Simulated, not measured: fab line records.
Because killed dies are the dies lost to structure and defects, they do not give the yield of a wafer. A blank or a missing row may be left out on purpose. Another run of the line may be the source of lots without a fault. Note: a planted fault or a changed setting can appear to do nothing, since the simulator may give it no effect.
fab line records ; flow nand_harc
record: lots: 6; wafers: 18; last_day: 32
route steps=1302 shown A_SLIT@944 A_SIN_REMOVE@947 A_WL_FILL@952 END@1302
lots that met no fault: from a run of the same line without faults
start_h: the number of hours between the record's first day and the start of the first shown wafer of the lot ; wait_h: hours elapsed since this lot's preceding step ; " repeats the value in the row above ; L1.1+2: several wafers, shown together as one row ; - either no value or no given start ; * or withheld: withheld ; < > ~ a bound
route shown NAME@n: a module of which the file shows steps, and the number in the route of the first ; usual: mean/standard deviation taken from wafers without a fault ; same: alike in all rows ; chamber/n: place in a boat ; sites: each site's reading ; _std_site: the values' standard deviation ; _edge_site: the outer-site mean with the inner-site mean subtracted ; radius_mm: for every site, how far away it sits from the centre of the wafer ; mask NAME#n: copy n ; behind: tool/chamber where the wafer was last shaped ; hold: the reason the lot was held/the length of the hold in hours/how it ended ; device: the n, p or np transistor that did not switch ; end of line: at the end of the route, the tests of the same wafers ; a step with no rows: only its recipe ; killed: at the first sort, the dies lost to defects and structure; wafer yield is something else ; map: a wafer's dies, x killed, . not, _ none there
set.NAME: setting as actually run; set.NAME@STEP: the setting as run at that earlier step ; model.NAME: the simulator's own value behind a step, which no gauge read
certain route steps with their lots: each step a table, each wafer a row
services: when a tool's chamber went out of use (start_h, in hours from the record's first day, below 0 if earlier), for how many hours, and the reason
== steps ==
step: NHARC_A_SLIT_PRECLEAN_19
recipe: time_s: *; temp_c: 50; bath_age_min: 0; chemistry: SC1
step: NHARC_A_SLIT_SRD_20
step: NHARC_A_SLIT_CD_MEAS_21
usual: cd_nm: 289.6/0.76
lot.wafer;tool;chamber;start_h;wait_h;cd_nm
L372.1;cd_sem-01;-;473.90;-;290.7
L372.3;cd_sem-01;-;473.90;-;289.5
L372.6;cd_sem-01;-;473.90;-;290.2
L371.2;cd_sem-02;-;476.23;-;289.4
L371.4;cd_sem-02;-;476.23;-;290.6
L371.5;cd_sem-02;-;476.23;-;289.9
L373.2;cd_sem-03;-;480.14;-;289.8
L373.4;cd_sem-03;-;480.14;-;289.6
L373.6;cd_sem-03;-;480.14;-;290.2
L374.3;cd_sem-03;-;493.38;-;289.3
L374.4;cd_sem-03;-;493.38;-;289.3
L374.6;cd_sem-03;-;493.38;-;289.4
L387.2;cd_sem-01;-;618.58;-;290.3
L387.3;cd_sem-01;-;618.58;-;289.6
L387.4;cd_sem-01;-;618.58;-;290.8
L389.4;cd_sem-02;-;647.64;-;289.1
L389.5;cd_sem-02;-;647.64;-;289.9
L389.6;cd_sem-02;-;647.64;-;291.1
step: NHARC_A_SIN_REMOVE_WET_00
recipe: temp_c: 160; time_s: 15300; chemistry: H3PO4
step: NHARC_A_SIN_REMOVE_PRECLEAN_01
recipe: time_s: *; temp_c: 50; bath_age_min: 0; chemistry: SC1
step: NHARC_A_SIN_REMOVE_SRD_02
step: NHARC_A_SIN_REMOVE_INSPECT_04
usual: raw_defect_count: 366/78
lot.wafer;tool;chamber;start_h;wait_h;raw_defect_count
L372.1;defect_inspect-02;-;480.57;0.0;250
L372.3;defect_inspect-02;-;480.57;0.0;414
L372.6;defect_inspect-02;-;480.57;0.0;363
L371.2;defect_inspect-01;-;483.46;0.0;363
L371.4;defect_inspect-01;-;483.46;0.0;494
L371.5;defect_inspect-01;-;483.46;0.0;334
L373.2;defect_inspect-02;-;486.74;0.0;460
L373.4;defect_inspect-02;-;486.74;0.0;372
L373.6;defect_inspect-02;-;486.74;0.0;394
L374.3;defect_inspect-02;-;499.95;0.0;293
L374.4;defect_inspect-02;-;499.95;0.0;300
L374.6;defect_inspect-02;-;499.95;0.0;332
L387.2;defect_inspect-01;-;625.18;0.0;396
L387.3;defect_inspect-01;-;625.18;0.0;525
L387.4;defect_inspect-01;-;625.18;0.0;368
L389.4;defect_inspect-01;-;654.23;0.0;411
L389.5;defect_inspect-01;-;654.23;0.0;378
L389.6;defect_inspect-01;-;654.23;0.0;387
step: NHARC_A_WL_FILL_ALD_00
recipe: target_thk_a: 30; pulse_time_s: 3; ald_cycles: 30; temp_c: 300; material: Al2O3
usual: heater_power_w: 465/44; precursor_pulse_height_rel: 1.000/0.02
lot.wafer;tool;chamber;start_h;wait_h;heater_power_w;precursor_pulse_height_rel
L372.1;ald_hk-04;0;480.64;0.1;506;1.033
L372.3;ald_hk-04;2;480.64;0.1;410;1.006
L372.6;ald_hk-04;1;480.64;0.1;505;0.995
L371.2;ald_hk-03;2;483.58;0.1;412;0.997
L371.4;ald_hk-03;3;483.58;0.1;462;0.997
L371.5;ald_hk-03;1;483.58;0.1;439;1.021
L373.2;ald_hk-03;0;486.81;0.1;467;0.988
L373.4;ald_hk-03;2;486.81;0.1;413;0.995
L373.6;ald_hk-03;0;486.81;0.1;476;0.998
L374.4;ald_hk-03;1;500.04;0.1;443;1.003
L374.3;ald_hk-03;3;500.04;0.1;459;1.002
L374.6;ald_hk-03;1;500.04;0.1;447;1.009
L387.4;ald_hk-03;3;625.25;0.1;492;1.018
L387.2;ald_hk-03;1;625.25;0.1;426;0.999
L387.3;ald_hk-03;2;625.25;0.1;417;1.050
L389.4;ald_hk-02;3;654.38;0.1;441;1.011
L389.6;ald_hk-02;0;654.38;0.1;410;0.962
L389.5;ald_hk-02;1;654.38;0.1;422;0.990
step: NHARC_A_WL_FILL_RTA_01
recipe: temp_c: 1000; time_s: 5
usual: lamp_power_pct: 27.6/1.3; wafer_temp_C_max: 1005.2/1.7
lot.wafer;tool;chamber;start_h;wait_h;lamp_power_pct;wafer_temp_C_max
L372.1;rtp_anneal-01;0;481.07;0.4;26.2;1004.0
L372.3;rtp_anneal-01;0;481.07;0.4;26.2;1003.9
L372.6;rtp_anneal-01;0;481.07;0.4;26.2;1003.7
L371.2;rtp_anneal-02;0;483.82;-;28.7;1007.2
L371.4;rtp_anneal-02;0;483.82;-;28.7;1008.0
L371.5;rtp_anneal-02;0;483.82;-;28.7;1008.2
L373.2;rtp_anneal-01;0;487.10;-;26.2;1004.5
L373.4;rtp_anneal-01;0;487.10;-;26.2;1003.1
L373.6;rtp_anneal-01;0;487.10;-;26.2;1003.7
L374.3;rtp_anneal-02;0;500.33;-;28.7;1006.2
L374.4;rtp_anneal-02;0;500.33;-;28.7;1006.1
L374.6;rtp_anneal-02;0;500.33;-;28.7;1004.3
L387.2;rtp_anneal-02;0;625.54;-;28.8;1005.1
L387.3;rtp_anneal-02;0;625.54;-;28.8;1008.2
L387.4;rtp_anneal-02;0;625.54;-;28.8;1006.2
L389.4;rtp_anneal-01;0;654.65;-;26.2;1003.6
L389.5;rtp_anneal-01;0;654.65;-;26.2;1003.4
L389.6;rtp_anneal-01;0;654.65;-;26.2;1004.7
step: NHARC_A_WL_FILL_ALD_02
recipe: target_thk_a: 20; pulse_time_s: 3; ald_cycles: 100; temp_c: 450; material: TiN
usual: heater_power_w: 1070/89; precursor_pulse_height_rel: 0.997/0.018
lot.wafer;tool;chamber;start_h;wait_h;heater_power_w;precursor_pulse_height_rel
L372.3;ald_metal-03;2;481.36;0.2;1119;1.025
L372.1;ald_metal-03;3;481.36;0.2;855;1.001
L372.6;ald_metal-03;0;481.36;0.2;1072;1.001
L371.4;ald_metal-01;3;484.01;0.1;1254;0.985
L371.2;ald_metal-01;2;484.01;0.1;1045;0.990
L371.5;ald_metal-01;3;484.01;0.1;1219;1.020
L373.4;ald_metal-01;1;487.32;0.1;1072;1.010
L373.2;ald_metal-01;2;487.32;0.1;1037;0.989
L373.6;ald_metal-01;0;487.32;0.1;1099;0.996
L374.4;ald_metal-03;1;500.56;0.2;1040;0.993
L374.3;ald_metal-03;2;500.56;0.2;1080;0.988
L374.6;ald_metal-03;3;500.56;0.2;887;1.004
L387.3;ald_metal-03;3;625.76;0.2;875;1.016
L387.4;ald_metal-03;0;625.76;0.2;1052;0.976
L387.2;ald_metal-03;1;625.76;0.2;1050;1.057
L389.4;ald_metal-03;3;654.88;0.2;877;0.997
L389.6;ald_metal-03;2;654.88;0.2;1070;0.986
L389.5;ald_metal-03;3;654.88;0.2;886;1.010
step: NHARC_A_WL_FILL_CVD_03
recipe: target_thk_a: 400; temp_c: 300; pressure_torr: 40; wf6_flow_sccm: 40; h2_flow_sccm: 1600; ar_flow_sccm: 1560; time_s: 279; material: W
usual: chamber_pressure_Torr: 40.01/0.093; heater_power_outer_w: 234/47; heater_power_w: 445/79; mfc_wf6_sccm: 40.00/0.12; throttle_valve_pct: 7.75/0.22
lot.wafer;tool;chamber;start_h;wait_h;chamber_pressure_Torr;heater_power_outer_w;heater_power_w;mfc_wf6_sccm;throttle_valve_pct
L372.1;cvd_w-02;0;481.78;0.1;40.02;185;371;39.96;7.78
L372.3;cvd_w-02;1;481.78;0.1;39.93;216;445;40.03;7.91
L372.6;cvd_w-02;1;481.78;0.1;39.85;217;437;40.17;7.76
L371.2;cvd_w-02;0;484.50;0.1;39.96;178;374;39.96;7.70
L371.4;cvd_w-02;0;484.50;0.1;39.92;178;371;39.99;7.63
L371.5;cvd_w-02;0;484.50;0.1;39.99;177;378;40.00;7.61
L373.2;cvd_w-02;1;487.78;0.1;-;-;-;-;-
L373.4;cvd_w-02;1;487.78;0.1;-;-;-;-;-
L373.6;cvd_w-02;0;487.78;0.1;-;-;-;-;-
L374.4;cvd_w-01;0;501.03;0.2;-;-;-;-;-
L374.3;cvd_w-01;1;501.03;0.2;-;-;-;-;-
L374.6;cvd_w-01;1;501.03;0.2;-;-;-;-;-
L387.2;cvd_w-01;1;626.21;0.1;39.98;209;388;39.88;7.98
L387.3;cvd_w-01;0;626.21;0.1;40.15;297;568;40.26;7.43
L387.4;cvd_w-01;1;626.21;0.1;39.88;209;387;39.82;8.02
L389.4;cvd_w-01;0;655.38;0.2;40.03;303;572;39.88;7.53
L389.5;cvd_w-01;0;655.38;0.2;39.83;296;544;39.94;7.45
L389.6;cvd_w-01;1;655.38;0.2;39.99;210;385;39.88;8.29
step: NHARC_A_WL_FILL_ETCHBACK_04
recipe: target_depth_a: 600; time_s: 120; chemistry: NF3
usual: drypump_motor_current_A: 5.6/0.43; oes_product_au: 0.999/0.0094
lot.wafer;tool;chamber;start_h;wait_h;drypump_motor_current_A;oes_product_au;rf_hours_counter_h
L372.1;rie_metal-02;0;482.10;0.3;6.0;1.010;0.8
L372.3;rie_metal-02;1;482.10;0.3;5.2;0.998;-
L372.6;rie_metal-02;1;482.10;0.3;5.2;1.000;-
L371.2;rie_metal-01;1;484.85;0.3;5.1;0.998;1.4
L371.4;rie_metal-01;0;484.85;0.3;5.2;0.988;-
L371.5;rie_metal-01;1;484.85;0.3;5.1;1.000;-
L373.2;rie_metal-02;0;488.10;0.3;5.9;1.006;1.0
L373.4;rie_metal-02;0;488.10;0.3;6.0;1.008;-
L373.6;rie_metal-02;1;488.10;0.3;5.2;0.994;-
L374.3;rie_metal-02;1;501.37;0.2;5.2;0.999;-
L374.4;rie_metal-02;0;501.37;0.2;6.0;1.005;-
L374.6;rie_metal-02;1;501.37;0.2;5.2;1.004;-
L387.2;rie_metal-02;1;626.54;0.3;5.2;1.002;3.8
L387.4;rie_metal-02;1;626.54;0.3;5.2;0.995;-
L387.3;rie_metal-02;0;626.54;0.3;6.0;1.006;-
L389.4;rie_metal-03;0;655.71;0.3;6.2;0.999;-
L389.6;rie_metal-03;0;655.71;0.3;6.2;0.997;-
L389.5;rie_metal-03;1;655.71;0.3;6.0;0.970;-
step: NHARC_END_SORT_01
recipe: temp_c: 25
usual: killed_at_array: 59/16; killed_at_other: 0.8/1.1; killed_at_periphery: 3.6/2.4; killed_dies: 64/16; killed_open: 3.4/1.8; killed_short: 2.5/1.6
same: gross_dies: 677
lot.wafer;tool;chamber;start_h;wait_h;killed_at_array;killed_at_other;killed_at_periphery;killed_dies;killed_open;killed_short
L373.2;prober-02;0;589.32;2.8;675;0;2;677;4;3
L373.4;prober-02;0;590.92;3.4;676;0;1;677;4;4
L373.6;prober-02;0;592.51;4.0;675;0;2;677;2;3
L374.3;prober-01;0;596.21;3.1;672;1;4;677;2;3
L374.4;prober-01;0;597.00;3.4;670;4;3;677;3;3
L374.6;prober-01;0;598.59;4.0;675;0;2;677;5;1
killed by level:class
L373.2 A_WL_FILL:area_cvd=601 A_CHANNEL_HOLE_D2:chamber_film_flake=30 A_SLIT:chamber_film_flake=21 A_STAIRCASE:chamber_film_flake=9 A_M0:chamber_film_flake=4 A_CHANNEL_FILL_D1:geometric_particle:short=2 A_CONTACT:chamber_film_flake=2 A_ONON_D1:geometric_particle:open=1
L373.4 A_WL_FILL:area_cvd=595 A_SLIT:chamber_film_flake=30 A_CHANNEL_HOLE_D2:chamber_film_flake=28 A_STAIRCASE:chamber_film_flake=7 A_M0:chamber_film_flake=4 A_CHANNEL_HOLE_D1:chamber_film_flake=2 A_CONTACT:chamber_film_flake=2 P_GATE:geometric_particle:open=1
L373.6 A_WL_FILL:area_cvd=607 A_CHANNEL_HOLE_D2:chamber_film_flake=31 A_SLIT:chamber_film_flake=16 A_STAIRCASE:chamber_film_flake=10 A_CONTACT:chamber_film_flake=4 A_CHANNEL_HOLE_D1:chamber_film_flake=2 P_M1:geometric_particle:open=1 A_CHANNEL_FILL_D1:geometric_particle:short=1
L374.3 A_WL_FILL:area_cvd=628 A_CHANNEL_HOLE_D2:chamber_film_flake=31 A_CHANNEL_HOLE_D1:chamber_film_flake=4 A_CONTACT:chamber_film_flake=4 P_GATE:chamber_film_flake=2 P_CONTACT:geometric_particle:open=1 A_CHANNEL_FILL_D1:geometric_particle:short=1 A_CHANNEL_FILL_D2:geometric_particle:short=1
L374.4 A_WL_FILL:area_cvd=624 A_CHANNEL_HOLE_D2:chamber_film_flake=28 A_CHANNEL_HOLE_D1:chamber_film_flake=5 THIN_TSV:chamber_film_flake=4 P_GATE:chamber_film_flake=3 A_WL_FILL:geometric_particle:short=2 A_STAIRCASE:chamber_film_flake=2 A_CONTACT:chamber_film_flake=2
L374.6 A_WL_FILL:area_cvd=623 A_CHANNEL_HOLE_D2:chamber_film_flake=36 A_CHANNEL_HOLE_D1:chamber_film_flake=5 A_STAIRCASE:chamber_film_flake=3 A_WL_FILL:geometric_particle:open=2 A_CONTACT:chamber_film_flake=2 P_GATE:geometric_particle:open=1 A_CHANNEL_FILL_D1:geometric_particle:short=1
map L373.2 (x killed, . not)
____________x____________
_________xxxxxxx_________
_______xxxxxxxxxxx_______
______xxxxxxxxxxxxx______
_____xxxxxxxxxxxxxxx_____
____xxxxxxxxxxxxxxxxx____
____xxxxxxxxxxxxxxxxx____
___xxxxxxxxxxxxxxxxxxx___
___xxxxxxxxxxxxxxxxxxx___
__xxxxxxxxxxxxxxxxxxxxx__
__xxxxxxxxxxxxxxxxxxxxx__
_xxxxxxxxxxxxxxxxxxxxxxx_
_xxxxxxxxxxxxxxxxxxxxxxx_
_xxxxxxxxxxxxxxxxxxxxxxx_
_xxxxxxxxxxxxxxxxxxxxxxx_
_xxxxxxxxxxxxxxxxxxxxxxx_
xxxxxxxxxxxxxxxxxxxxxxxxx
xxxxxxxxxxxxxxxxxxxxxxxxx
xxxxxxxxxxxxxxxxxxxxxxxxx
xxxxxxxxxxxxxxxxxxxxxxxxx
xxxxxxxxxxxxxxxxxxxxxxxxx
_xxxxxxxxxxxxxxxxxxxxxxx_
_xxxxxxxxxxxxxxxxxxxxxxx_
_xxxxxxxxxxxxxxxxxxxxxxx_
_xxxxxxxxxxxxxxxxxxxxxxx_
_xxxxxxxxxxxxxxxxxxxxxxx_
__xxxxxxxxxxxxxxxxxxxxx__
__xxxxxxxxxxxxxxxxxxxxx__
___xxxxxxxxxxxxxxxxxxx___
___xxxxxxxxxxxxxxxxxxx___
____xxxxxxxxxxxxxxxxx____
____xxxxxxxxxxxxxxxxx____
_____xxxxxxxxxxxxxxx_____
______xxxxxxxxxxxxx______
_______xxxxxxxxxxx_______
_________xxxxxxx_________
____________x____________
map L374.3 (x killed, . not)
____________x____________
_________xxxxxxx_________
_______xxxxxxxxxxx_______
______xxxxxxxxxxxxx______
_____xxxxxxxxxxxxxxx_____
____xxxxxxxxxxxxxxxxx____
____xxxxxxxxxxxxxxxxx____
___xxxxxxxxxxxxxxxxxxx___
___xxxxxxxxxxxxxxxxxxx___
__xxxxxxxxxxxxxxxxxxxxx__
__xxxxxxxxxxxxxxxxxxxxx__
_xxxxxxxxxxxxxxxxxxxxxxx_
_xxxxxxxxxxxxxxxxxxxxxxx_
_xxxxxxxxxxxxxxxxxxxxxxx_
_xxxxxxxxxxxxxxxxxxxxxxx_
_xxxxxxxxxxxxxxxxxxxxxxx_
xxxxxxxxxxxxxxxxxxxxxxxxx
xxxxxxxxxxxxxxxxxxxxxxxxx
xxxxxxxxxxxxxxxxxxxxxxxxx
xxxxxxxxxxxxxxxxxxxxxxxxx
xxxxxxxxxxxxxxxxxxxxxxxxx
_xxxxxxxxxxxxxxxxxxxxxxx_
_xxxxxxxxxxxxxxxxxxxxxxx_
_xxxxxxxxxxxxxxxxxxxxxxx_
_xxxxxxxxxxxxxxxxxxxxxxx_
_xxxxxxxxxxxxxxxxxxxxxxx_
__xxxxxxxxxxxxxxxxxxxxx__
__xxxxxxxxxxxxxxxxxxxxx__
___xxxxxxxxxxxxxxxxxxx___
___xxxxxxxxxxxxxxxxxxx___
____xxxxxxxxxxxxxxxxx____
____xxxxxxxxxxxxxxxxx____
_____xxxxxxxxxxxxxxx_____
______xxxxxxxxxxxxx______
_______xxxxxxxxxxx_______
_________xxxxxxx_________
____________x____________
== services ==
tool;chamber;start_h;hours;kind
rie_metal-03;-;460.93;1.6;repair
rie_metal-02;0;463.00;-;clean
rie_metal-02;1;463.00;-;clean
rie_metal-03;-;463.08;59.6;repair
ald_hk-03;-;501.33;2.7;repair
ald_metal-01;-;526.00;10.0;pm
rie_metal-02;0;529.02;4.7;repair
ald_hk-02;-;532.96;10.0;pm
ald_metal-03;-;536.66;0.3;repair
cvd_w-02;0;538.45;4.4;repair
cvd_w-02;-;541.56;1.1;repair
cvd_w-01;-;547.00;13.0;pm
ald_metal-03;-;568.00;10.0;pm
ald_metal-03;0;568.00;10.0;vent_cycle
ald_metal-03;1;568.00;10.0;vent_cycle
ald_metal-03;2;568.00;10.0;vent_cycle
ald_metal-03;3;568.00;10.0;vent_cycle
rie_metal-01;1;569.71;6.3;repair
rie_metal-01;-;575.00;9.0;pm
ald_hk-03;-;576.03;10.0;pm
ald_hk-04;-;612.65;10.0;pm
ald_metal-01;0;616.62;14.8;repair
cvd_w-02;-;631.00;13.0;pm
rie_metal-02;-;631.00;9.0;pm
== key ==
first_sign: step: NHARC_A_WL_FILL_CVD_03; reading: tool_record; direction: missing
effect: step: NHARC_END_SORT_01; reading: killed_dies; direction: up; sigmas: 39; usual: 64; struck: 677
more_kills_born_at: NHARC_A_WL_FILL_CVD_03@cvd_w-01: 1875; NHARC_A_WL_FILL_CVD_03@cvd_w-02: 1803
met_at NHARC_A_WL_FILL_CVD_03
struck_wafers L373.2,L373.4,L373.6,L374.3,L374.4,L374.6
later_rows_left_out L373.2,L373.4,L373.6,L374.3,L374.4,L374.6
tester_left_out L373,L374
onset_between 484.50 487.78
fault: kind: skipped_step_whole; tool: cvd_w-01,cvd_w-02; chamber: -; onset_h: 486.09; steps: NHARC_A_WL_FILL_CVD_03; scope: struck_lots_only
tester_left_out: of these lots the tester's yield and bins aren't shown, on N5 and GAA mostly nor the transistor test; their killed dies are dies lost to structure and defects alone, not to doping, threshold or leakage, so they don't give the yield
later_rows_left_out: the simulator's readings of these wafers behind a module that went badly wrong aren't trusted and aren't shown, but for the sort
